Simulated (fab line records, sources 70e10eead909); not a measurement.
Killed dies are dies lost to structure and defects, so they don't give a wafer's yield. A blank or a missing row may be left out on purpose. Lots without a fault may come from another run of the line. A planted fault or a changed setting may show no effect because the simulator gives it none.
fab line records | flow nand_harc
record lots=13 wafers=39 last_day=30
route steps=1302 shown A_STAIRCASE@791 THIN_TSV@1262 END@1302
lots that met no fault: from a run of the same line without faults
start_h: hours from the record's first day to the start of the lot's first wafer shown | wait_h: hours since the lot's step before | " the same as in the row above | L1.1+2: a row that stands for several wafers | - no value, or no start given | * or withheld: withheld | < > ~ a bound
route shown NAME@n: a module of which the file shows steps, and the number in the route of the first | usual: mean/standard deviation of fault-free wafers | same: alike in all rows | chamber/n: place in a boat | sites: the reading at each site | _std_site: their standard deviation | _edge_site: outer sites' mean less inner sites' | radius_mm: how far each site lies from the wafer's centre | mask NAME#n: copy n | behind: the tool/chamber that last shaped the wafer | hold: why the lot was held/for how many hours/how that ended | device: the transistor (n, p or np) that didn't switch | end of line: the same wafers' tests at the end of the route | a step without rows: its recipe alone | killed: dies lost to structure and defects at the first sort, not the wafer's yield | map: a wafer's dies, x killed, . not, _ none there
set.NAME: the setting as run; set.NAME@STEP: as run at that earlier step | model.NAME: the simulator's own value behind a step, which no gauge read
steps of the route over a sample of lots; a table a step, a row a wafer
services: from which hour (start_h, from the record's first day; less than 0 if before it) a tool's chamber was out of use, for how many hours, and why
## steps
# step NHARC_A_STAIRCASE_STRIP_275
# recipe time_s=900 temp_c=130 chemistry=SPM
# same time_s=900
# columns lot.wafer tool chamber start_h wait_h
L975.2+3+6 wet_bench-01 2,4,6 367.65 -
L977.3+6+2 wet_bench-06 6,7,0 404.20 -
L978.2+5+4 wet_bench-01 3,5,6 407.39 -
L980.1+5+4 wet_bench-01 0,1,2 418.86 -
L982.2+4+3 wet_bench-06 4,5,6 451.80 -
L983.3+1+5 wet_bench-06 1,3,6 463.67 -
L985.3+6+2 wet_bench-06 5,6,1 484.70 -
L986.5+4+2 wet_bench-06 1,3,5 486.15 -
L987.6+3+5 wet_bench-06 1,2,4 497.59 -
L988.5+6+1 wet_bench-06 0,2,4 516.03 -
L991.1+5+2 wet_bench-06 1,3,4 522.50 -
L990.5+6+1 wet_bench-02 3,4,6 526.46 -
L992.4+2+5 wet_bench-06 4,6,7 535.57 -
# step NHARC_THIN_TSV_ETCH_44
# recipe target_depth_a=15942 time_s=797.1 cf4_flow_sccm=150 o2_flow_sccm=10 ar_flow_sccm=0 rf_w=300 bias_w=800 chemistry=CF4/O2
# usual bias_w=800.0/2.6 drypump_motor_current_A=5.9/0.49 oes_product_au=0.999/0.0076 rf_vpp_V=795/5.4 showerhead_plenum_p_Torr=1.85/0.088 throttle_valve_pct=16.915/0.0083
# same time_s=797.1
# columns lot.wafer tool chamber start_h wait_h bias_w drypump_motor_current_A oes_product_au rf_hours_counter_h rf_vpp_V showerhead_plenum_p_Torr throttle_valve_pct
L975.2 rie_diel-05 0 558.37 0.1 800.5 6.1 1.001 8 800 1.96 16.924
L975.3 " 3 " " 801.1 5.7 1.021 8 789 1.75 16.915
L975.6 " 0 " " 799.9 6.1 1.009 - 802 1.96 16.913
L977.3 rie_diel-13 3 576.56 0.1 801.9 5.9 0.997 2 798 1.90 16.901
L977.2 " 0 " " 797.0 5.1 1.006 2 802 1.96 16.914
L977.6 " 3 " " 804.8 5.9 1.004 - 798 1.90 16.903
L978.4 rie_diel-13 3 577.81 0.1 803.4 5.9 1.005 2 798 1.90 16.906
L978.2 " 0 " " 800.2 5.1 1.001 2 802 1.96 16.908
L978.5 " 3 " " 800.0 5.9 0.990 - 798 1.90 16.928
L980.4 rie_diel-05 3 596.49 0.1 797.5 5.7 0.999 1 790 1.75 16.918
L980.1 " 0 " " 798.1 6.1 1.012 0 802 1.96 16.922
L980.5 " 0 " " 800.2 6.0 1.000 - 802 1.96 16.932
L982.4 rie_diel-05 0 620.25 0.1 802.1 6.0 1.001 2 801 1.96 16.908
L982.2 " 1 " " 802.2 6.8 0.991 2 794 1.84 16.916
L982.3 " 2 " " 800.1 6.1 1.013 2 788 1.73 16.928
L983.3 rie_diel-05 2 632.89 0.1 800.0 6.1 1.002 4 788 1.73 16.918
L983.1 " 0 " " 799.2 6.1 1.003 4 802 1.95 16.918
L983.5 " 2 " " 801.5 6.1 1.004 - 789 1.73 16.910
L985.2 rie_diel-05 3 651.75 0.1 800.6 5.8 1.005 5 790 1.74 16.921
L985.3 " 1 " " 800.6 6.7 0.996 4 797 1.84 16.920
L985.6 " 2 " " 801.7 6.1 1.005 - 789 1.73 16.922
L986.2 rie_diel-13 3 652.89 0.2 798.6 5.9 0.996 6 798 1.90 16.909
L986.5 " 0 " " 804.3 5.1 1.009 - 803 1.96 16.906
L986.4 " 2 " " 800.7 5.3 0.999 - 801 1.93 16.922
L987.3 rie_diel-13 2 667.58 0.2 800.5 5.4 0.988 6 801 1.93 16.907
L987.5 " 0 " " 802.2 5.1 1.004 - 803 1.96 16.932
L987.6 " 1 " " 800.7 6.0 0.990 - 790 1.77 16.917
L988.1 rie_diel-05 0 688.45 0.1 797.0 6.1 1.001 6 801 1.95 16.905
L988.6 " 0 " " 795.3 6.1 1.001 - 801 1.95 16.924
L988.5 " 1 " " 802.6 6.8 1.004 - 792 1.84 16.918
L990.1 rie_diel-05 1 696.49 0.1 797.5 6.8 1.002 8 796 1.84 16.898
L990.5 " 1 " " 799.3 6.8 0.994 - 795 1.84 16.915
L990.6 " 2 " " 801.0 6.1 1.006 - 787 1.73 16.911
L991.1 rie_diel-09 1 702.67 0.1 794.9 4.8 0.993 1 797 1.87 16.910
L991.2 " 2 " " 803.6 5.3 1.002 1 793 1.82 16.916
L991.5 " 1 " " 792.7 4.8 0.994 - 797 1.87 16.930
L992.4 rie_diel-13 1 706.97 0.1 798.6 6.0 0.989 0 790 1.77 16.921
L992.2 " 3 " " 803.2 5.9 0.996 0 799 1.90 16.912
L992.5 " 1 " " 799.2 6.0 0.998 - 791 1.77 16.915
# step NHARC_THIN_TSV_STRIP_62
# recipe power_w=1500 temp_c=250 time_s=20 chemistry=N2/H2
# usual drypump_motor_current_A=5.3/0.39 heater_power_w=333/24 rf_refl_power_W=17/5.2
# same time_s=20
# columns lot.wafer tool chamber start_h wait_h drypump_motor_current_A heater_power_w rf_hours_counter_h rf_refl_power_W
L975.2 plasma_asher-02 0 560.75 - 5.4 322 23 -
L975.3 " 0 " " 5.4 327 - -
L975.6 " 1 " " 5.4 358 - -
L977.2 plasma_asher-01 1 578.91 - 4.6 325 8 19
L977.3 " 0 " " 5.7 315 - 10
L977.6 " 0 " " 5.7 322 - 11
L978.2 plasma_asher-02 1 580.10 - 5.4 354 27 -
L978.4 " 1 " " 5.4 362 - -
L978.5 " 0 " " 5.4 321 - -
L980.1 plasma_asher-01 0 598.85 - 5.7 314 14 11
L980.4 " 1 " " 4.6 310 - 19
L980.5 " 1 " " 4.6 311 - 19
L982.2 plasma_asher-02 1 622.75 - 5.4 379 3 25
L982.4 " 0 " " 5.4 336 - 15
L982.3 " 1 " " 5.4 375 - 25
L983.1 plasma_asher-01 0 635.26 - 5.7 321 21 10
L983.3 " 1 " " 4.6 319 - 19
L983.5 " 0 " " 5.7 304 - 11
L985.2 plasma_asher-02 1 654.36 - 5.4 382 10 25
L985.3 " 1 " " 5.4 371 - 24
L985.6 " 0 " " 5.4 324 - 16
L986.2 plasma_asher-01 1 655.33 - 4.6 313 25 18
L986.4 " 0 " " 5.7 313 - 10
L986.5 " 0 " " 5.7 313 - 11
L987.3 plasma_asher-01 1 669.86 - 4.6 320 - 19
L987.6 " 1 " " 4.6 319 - 18
L987.5 " 0 " " 5.7 309 - 10
L988.1 plasma_asher-01 0 690.83 - 5.7 315 32 11
L988.6 " 0 " " 5.7 314 - 11
L988.5 " 1 " " 4.6 318 - 18
L990.1 plasma_asher-02 0 698.90 - 5.3 330 18 -
L990.5 " 1 " " 5.4 382 - -
L990.6 " 0 " " 5.4 329 - -
L991.1 plasma_asher-01 1 705.09 - 4.6 310 36 19
L991.2 " 0 " " 5.7 303 36 10
L991.5 " 1 " " 4.6 311 - 18
L992.2 plasma_asher-02 0 709.33 - 5.4 328 20 16
L992.4 " 1 " " 5.4 372 - 25
L992.5 " 1 " " 5.4 377 - 25
# step NHARC_THIN_TSV_STRIP_56
# recipe power_w=1500 temp_c=250 chemistry=O2
# usual drypump_motor_current_A=5.3/0.39 heater_power_w=333/25 rf_refl_power_W=17/5.1
# columns lot.wafer tool chamber start_h wait_h drypump_motor_current_A heater_power_w rf_hours_counter_h rf_refl_power_W
L975.2 plasma_asher-02 0 564.59 0.1 5.4 315 24 15
L975.3 " 0 " " 5.3 312 - 15
L975.6 " 1 " " 5.4 357 - 25
L977.2 plasma_asher-01 0 582.76 0.1 5.6 311 9 11
L977.3 " 0 " " 5.7 313 - 11
L977.6 " 0 " " 5.6 314 - 11
L978.2 plasma_asher-02 0 584.15 0.1 5.4 320 28 15
L978.4 " 1 " " 5.4 355 - 24
L978.5 " 1 " " 5.5 364 - 25
L980.1 plasma_asher-01 1 602.76 0.1 4.6 314 14 19
L980.4 " 0 " " 5.7 311 - 11
L980.5 " 0 " " 5.7 307 - 11
L982.2 plasma_asher-01 0 626.68 0.1 5.7 304 19 10
L982.3 " 0 " " 5.7 301 - 11
L982.4 " 1 " " 4.6 320 - 18
L983.1 plasma_asher-01 0 639.22 0.1 5.7 316 21 11
L983.3 " 1 " " 4.6 321 - 19
L983.5 " 0 " " 5.7 315 - 10
L985.2 plasma_asher-01 0 658.40 0.1 5.7 308 25 11
L985.3 " 1 " " 4.6 318 - 19
L985.6 " 1 " " 4.6 318 - 19
L986.2 plasma_asher-01 1 659.23 0.1 4.6 315 25 18
L986.4 " 1 " " 4.6 320 - 18
L986.5 " 1 " " 4.6 310 - 18
L987.3 plasma_asher-02 1 673.88 0.2 5.4 373 - 24
L987.5 " 1 " " 5.4 382 - 25
L987.6 " 0 " " 5.4 322 - 15
L988.1 plasma_asher-01 1 694.83 0.1 4.7 314 33 18
L988.6 " 0 " " 5.7 312 - 11
L988.5 " 1 " " 4.7 312 - 18
L990.1 plasma_asher-01 1 702.87 0.1 4.6 308 35 18
L990.5 " 0 " " 5.7 313 - 11
L990.6 " 1 " " 4.6 314 - 18
L991.1 plasma_asher-02 0 708.91 0.1 5.3 325 20 15
L991.2 " 1 " " 5.4 381 20 25
L991.5 " 0 " " 5.3 332 - 15
L992.2 plasma_asher-02 0 713.14 0.1 5.4 322 21 15
L992.4 " 0 " " 5.3 331 - 16
L992.5 " 0 " " 5.4 331 - 15
# step NHARC_END_SORT_01
# recipe temp_c=25
# usual killed_at_array=55/17 killed_at_other=1.1/1.4 killed_at_periphery=3.9/3 killed_dies=59/17 killed_open=3.5/2 killed_short=2.6/1.6
# same gross_dies=677
# columns lot.wafer tool chamber start_h wait_h killed_at_array killed_at_other killed_at_periphery killed_dies killed_open killed_short
L991.1 prober-02 0 719.23 2.5 155 0 2 157 4 4
L991.2 prober-02 0 720.03 2.8 152 1 2 155 7 3
L991.5 prober-02 0 722.41 3.7 155 0 5 160 5 5
L992.2 prober-01 0 721.13 2.8 105 4 4 113 3 6
L992.4 prober-01 0 722.73 3.4 107 3 3 113 2 2
L992.5 prober-01 0 723.53 3.7 90 2 3 95 8 2
# killed by level:class
L991.1 A_STAIRCASE:unspecified=100 A_SLIT:chamber_film_flake=28 A_CHANNEL_HOLE_D1:chamber_film_flake=15 P_CONTACT:geometric_particle:short=2 A_STAIRCASE:chamber_film_flake=2 A_ONON_D1:geometric_particle:open=1 A_CHANNEL_HOLE_D2:geometric_particle:short=1 A_SGD_CUT:geometric_particle:open=1
L991.2 A_STAIRCASE:unspecified=84 A_SLIT:chamber_film_flake=28 A_CHANNEL_HOLE_D1:chamber_film_flake=27 A_CONTACT:chamber_film_flake=4 A_CHANNEL_FILL_D1:geometric_particle:short=2 A_CHANNEL_FILL_D2:geometric_particle:open=2 P_M0:geometric_particle:open=1 A_SOURCE_PLATE:geometric_particle:open=1
L992.2 A_STAIRCASE:unspecified=78 A_CHANNEL_HOLE_D1:chamber_film_flake=9 A_SLIT:chamber_film_flake=5 A_CONTACT:chamber_film_flake=4 A_DECK1_JOINT:chamber_film_flake=3 THIN_TSV:chamber_film_flake=3 A_ONON_D1:geometric_particle:short=2 P_CONTACT:geometric_particle:open=1
L991.5 A_STAIRCASE:unspecified=96 A_SLIT:chamber_film_flake=29 A_CHANNEL_HOLE_D1:chamber_film_flake=15 A_CONTACT:chamber_film_flake=3 P_CONTACT:geometric_particle:short=2 P_CONTACT:geometric_particle:open=2 A_CHANNEL_HOLE_D2:chamber_film_flake=2 A_STAIRCASE:chamber_film_flake=2
L992.4 A_STAIRCASE:unspecified=79 A_CHANNEL_HOLE_D1:chamber_film_flake=15 A_CONTACT:chamber_film_flake=5 A_SLIT:chamber_film_flake=4 THIN_TSV:chamber_film_flake=3 P_GATE:geometric_particle:short=1 P_M0:geometric_particle:open=1 A_ONON_D1:geometric_particle:open=1
L992.5 A_STAIRCASE:unspecified=74 A_CONTACT:chamber_film_flake=5 A_CHANNEL_FILL_D2:geometric_particle:open=3 P_M0:geometric_particle:open=2 A_CHANNEL_FILL_D1:geometric_particle:open=2 A_SLIT:chamber_film_flake=2 THIN_TSV:chamber_film_flake=2 P_M0:geometric_particle:short=1
## services
# columns tool chamber start_h hours kind
plasma_asher-01 - 355.47 9.0 pm
wet_bench-06 - 369.60 8.0 pm
rie_diel-05 - 406.87 9.0 pm
plasma_asher-01 - 423.24 13.8 repair
plasma_asher-02 - 426.40 9.0 pm
plasma_asher-02 - 446.19 20.3 repair
rie_diel-13 3 456.70 6.9 repair
rie_diel-05 1 494.86 8.4 repair
plasma_asher-01 - 510.41 3.6 repair
rie_diel-13 - 519.08 9.0 pm
rie_diel-13 1 530.45 3.8 repair
plasma_asher-01 - 532.47 9.0 pm
wet_bench-06 - 545.60 8.0 pm
plasma_asher-02 - 565.94 0.6 repair
rie_diel-05 - 583.87 9.0 pm
plasma_asher-02 - 603.50 9.0 pm
rie_diel-13 2 609.33 8.8 repair
rie_diel-13 1 650.68 2.6 repair
rie_diel-05 0 651.53 7.3 repair
plasma_asher-02 - 681.43 1.7 repair
rie_diel-13 - 696.08 9.0 pm
rie_diel-05 1 702.89 3.8 repair
plasma_asher-01 - 709.47 9.0 pm
rie_diel-05 0 709.48 2.7 repair
## key
first_sign step=NHARC_END_SORT_01 reading=killed_at_array direction=up sigmas=4.3 usual=55 struck=127
effect step=NHARC_END_SORT_01 reading=killed_dies direction=up sigmas=4.3 usual=59 struck=132
more_kills_born_at NHARC_A_STAIRCASE_STRIP_275@wet_bench-06=511
met_at NHARC_A_STAIRCASE_STRIP_275
struck_lots L991,L992
tester_left_out L991,L992
not_acting_at NHARC_THIN_TSV_ETCH_44,NHARC_THIN_TSV_STRIP_62,NHARC_THIN_TSV_STRIP_56
onset_between 516.03 522.50
also_fits time
fault kind=chamber_particle_source tool=wet_bench-06 chamber=- onset_h=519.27 steps=NHARC_A_STAIRCASE_STRIP_275 rate_per_visit_cm2=1.6525 end_h=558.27
# tester_left_out: of these lots the tester's yield and bins aren't shown, on N5 and GAA mostly nor the transistor test; their killed dies are dies lost to structure and defects alone, not to doping, threshold or leakage, so they don't give the yield
